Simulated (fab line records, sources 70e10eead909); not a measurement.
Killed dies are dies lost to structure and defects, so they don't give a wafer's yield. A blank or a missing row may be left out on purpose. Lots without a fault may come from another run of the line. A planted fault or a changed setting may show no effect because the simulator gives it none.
One fault seen from 2 desks | flow nand_harc | each desk has only its own numbers; what lay behind them comes last

THE METROLOGY DESK
What the gauges read, lot by lot, whatever tool the lot ran on: means of the sampled wafers that have a number. A lot is out of limits, marked OUT, if its mean lies more than 4 standard deviations from the usual mean; the brackets give that distance.
Columns: A = thk_nm at NHARC_P_M0_THK_MEAS_24, usual 117.0 nm
lot  | first seen here | A
L813 | day 6 17:42     | 116.6
L814 | day 7 07:47     | 116.8
L817 | day 8 07:49     | 117.1
L816 | day 8 17:01     | 116.1
L818 | day 9 01:47     | 116.6
L821 | day 10 06:29    | 115.8
L829 | day 13 02:17    | 115.6
L830 | day 13 18:53    | 117.6
L831 | day 13 22:50    | 115.8
L832 | day 14 08:32    | 120.1
L833 | day 15 09:02    | 116.7
L834 | day 15 13:31    | 117.7
L835 | day 15 20:04    | 117.5
This desk's finding: nothing out of limits on any of the 13 lots.

THE TOOL OWNER'S DESK: rie_diel-09
The tool's own readings at NHARC_P_M1_ETCH_28 (etches the open film in CF4/N2, target depth 30 nm, time 72.99 s): means of the sampled wafers that have a number, for each lot that ran on this tool. A lot is out of limits, marked OUT, if its mean lies more than 4 standard deviations from the usual mean; the brackets give that distance.
Columns: A = drypump_motor_current_A at NHARC_P_M1_ETCH_28, usual 5.9 A; B = oes_product_au at NHARC_P_M1_ETCH_28, usual 1.003 a.u.; C = rf_vpp_V at NHARC_P_M1_ETCH_28, usual 312.9 V; D = run_length_s at NHARC_P_M1_ETCH_28, usual 94.4 s; E = showerhead_plenum_p_Torr at NHARC_P_M1_ETCH_28, usual 2.55 Torr; F = throttle_valve_pct at NHARC_P_M1_ETCH_28, usual 19.795 %
lot  | first seen here | A   | B     | C     | D              | E    | F
L813 | day 6 19:59     | 5.8 | 1.005 | 312.1 | 94.7           | 2.49 | 19.795
L817 | day 8 10:10     | 6.3 | 1.016 | 311.7 | 94.0           | 2.51 | 19.791
L818 | day 9 04:08     | 6.4 | 1.004 | 312.5 | 94.2           | 2.55 | 19.792
L821 | day 10 08:51    | 6.5 | 1.008 | 312.6 | 79.3 (-35) OUT | 2.55 | 19.793
L834 | day 15 15:47    | 6.0 | 0.998 | 312.5 | 94.8           | 2.53 | 19.796
L835 | day 15 22:25    | 5.9 | 1.017 | 312.0 | 94.6           | 2.49 | 19.787
This desk's finding: out of limits on L821; first on L821, day 10 08:51 (run_length_s at NHARC_P_M1_ETCH_28). In limits: L813, L817, L818, L834, L835.

PUT TOGETHER
The tool owner's desk could have raised an alarm at day 10 08:51, on L821.
The metrology desk saw nothing out of limits.
The metrology desk has L821 on record, within its limits.
Of the lots named, all ran NHARC_P_M1_ETCH_28 on rie_diel-09.

WHAT THE SIMULATOR HAD PUT IN
Process parameter drift: rie_diel-09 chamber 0, from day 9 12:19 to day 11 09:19, at NHARC_P_M1_ETCH_28. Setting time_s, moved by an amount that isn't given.
Lots struck among those shown: L821.
Hours from the fault's start to each desk's first reading out of limits: the tool owner's desk, 21.
